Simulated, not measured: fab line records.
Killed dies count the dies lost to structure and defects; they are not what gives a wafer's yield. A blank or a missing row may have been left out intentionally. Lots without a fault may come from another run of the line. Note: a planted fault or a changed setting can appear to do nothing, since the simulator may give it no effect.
Matching of chambers -- flow nand harc -- NHARC_P_M1_DESCUM_14 on rie diel-10: 4 sister chambers
The step chemistry O2, time 3 s. 27 wafers are shown with their chamber, then 12 later ones without.

== EACH WAFER AND ITS CHAMBER ==
wafer,chamber,showerhead plenum p Torr (Torr),drypump motor current A (A),rf vpp V (V)
L076.1,0,1.90,5.7,58.5
L076.2,3,1.87,6.7,58.0
L076.6,1,2.04,5.6,58.2
L079.3,3,1.87,6.7,57.2
L079.4,0,1.90,5.7,57.4
L079.6,0,1.90,5.7,56.4
L080.4,1,2.04,5.7,58.8
L080.5,2,1.94,6.2,57.0
L080.6,1,2.04,5.7,57.5
L084.2,3,1.87,6.7,56.1
L084.3,1,2.04,5.7,57.9
L084.6,2,1.94,6.2,57.7
L088.1,2,1.93,6.2,59.4
L088.2,1,2.04,5.7,57.1
L088.4,3,1.87,6.7,59.8
L089.3,3,1.87,6.7,57.2
L089.4,0,1.90,5.7,57.5
L089.5,3,1.87,6.7,57.6
L090.2,2,1.93,6.2,57.7
L090.3,0,1.90,5.7,57.2
L090.5,1,2.04,5.7,58.0
L091.3,1,2.04,5.7,58.6
L091.5,1,2.04,5.7,60.2
L091.6,2,1.93,6.2,58.1
L093.2,1,2.04,5.7,57.2
L093.4,0,1.90,5.7,56.4
L093.6,2,1.93,6.2,58.1

SIGNATURES (means of the wafers above)
reading,chamber 0,chamber 1,chamber 2,chamber 3,scatter within a chamber
showerhead plenum p Torr,1.9000,2.0400,1.9333,1.8700,0.00241
drypump motor current A,5.700,5.689,6.200,6.700,0.0197
rf vpp V,57.233,58.167,58.000,57.650,0.959
Rule: a wafer's distance from a chamber is the root of the sum, over the readings, of the square of ((its reading less the chamber's mean) divided by the reading's scatter). The wafer belongs to the nearest chamber; if the next one is less than 2 further off, it can't be placed. The scatter: take each reading less its chamber's mean, square it, sum over the shown wafers, divide by the number of wafers less the number of chambers, and take the root.

== WAFERS WITH NO CHAMBER GIVEN ==
wafer,showerhead plenum p Torr (Torr),drypump motor current A (A),rf vpp V (V)
L094.3,1.93,6.2,58.2
L094.4,1.90,5.7,57.1
L094.5,1.90,5.7,57.9
L095.3,1.90,5.7,56.2
L095.4,2.04,5.7,58.1
L095.6,2.04,5.7,58.8
L095.1,1.93,6.2,57.1
L095.2,1.87,6.7,58.4
L095.5,1.90,5.7,58.0
L097.2,1.93,6.2,57.7
L097.3,1.90,5.7,56.9
L097.6,1.90,5.7,56.0

== EACH ONE'S CHAMBER ==
wafer,from the rows above,in truth
L094.3,2,2
L094.4,0,0
L094.5,0,0
L095.3,0,0
L095.4,1,1
L095.6,1,1
L095.1,2,2
L095.2,3,3
L095.5,0,0
L097.2,2,2
L097.3,0,0
L097.6,0,0
Placed correctly: 12 of 12. Left unplaced by these rows: 0. Wrongly placed: 0.
